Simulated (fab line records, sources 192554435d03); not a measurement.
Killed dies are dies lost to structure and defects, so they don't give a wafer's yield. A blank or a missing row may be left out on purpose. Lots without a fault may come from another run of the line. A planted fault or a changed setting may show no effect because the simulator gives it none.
Chamber matching | flow n5_finfet | N5_BEOL_M9_CURE_72 on uv_cure-01: 3 sister chambers
The step cures SiCOH lowk, time 120 s. 14 wafers are shown with their chamber, then 7 later ones without.

WAFERS WITH THEIR CHAMBER
wafer  | chamber | wafer_temp_C_max | lamp_power_pct (%)
L075.3 | 1       | 372.5            | 52.28
L075.4 | 1       | 372.2            | 52.30
L075.6 | 1       | 373.0            | 52.30
L076.3 | 2       | 371.2            | 52.30
L076.4 | 2       | 371.1            | 52.35
L076.6 | 2       | 371.4            | 52.24
L077.2 | 0       | 372.1            | 52.37
L077.5 | 0       | 372.1            | 52.38
L077.6 | 0       | 372.1            | 52.31
L081.2 | 1       | 373.0            | 52.32
L081.5 | 1       | 372.1            | 52.24
L081.6 | 1       | 372.3            | 52.31
L086.2 | 2       | 371.0            | 52.41
L086.3 | 2       | 371.0            | 52.30

SIGNATURES (means of the wafers above)
reading          | chamber 0 | chamber 1 | chamber 2 | scatter within a chamber
wafer_temp_C_max | 372.100   | 372.517   | 371.140   | 0.286
lamp_power_pct   | 52.3533   | 52.2917   | 52.3200   | 0.0459
Rule: a wafer's distance from a chamber is the root of the sum, over the readings, of the square of ((its reading less the chamber's mean) divided by the reading's scatter). The wafer belongs to the nearest chamber; if the next one is less than 2 further off, it can't be placed. The scatter: the root of (the sum of the squares of (reading less its chamber's mean) over the shown wafers, divided by (wafers less chambers)).

WAFERS WITHOUT THEIR CHAMBER
wafer  | wafer_temp_C_max | lamp_power_pct (%)
L086.5 | 371.2            | 52.28
L091.1 | 372.4            | 52.30
L091.2 | 372.3            | 52.25
L091.6 | 372.8            | 52.27
L094.1 | 372.1            | 52.36
L094.2 | 373.1            | 52.39
L094.3 | 372.1            | 52.33

WHICH CHAMBER EACH WENT THROUGH
wafer  | from the rows above     | in truth
L086.5 | 2                       | 2
L091.1 | can't be placed: 1 or 0 | 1
L091.2 | can't be placed: 1 or 0 | 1
L091.6 | can't be placed: 1 or 0 | 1
L094.1 | can't be placed: 0 or 1 | 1
L094.2 | can't be placed: 1 or 0 | 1
L094.3 | can't be placed: 0 or 1 | 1
Placed correctly: 1 of 7. Can't be placed from these rows: 6 (the true chamber is among the candidates in 6). Placed wrongly: 0.
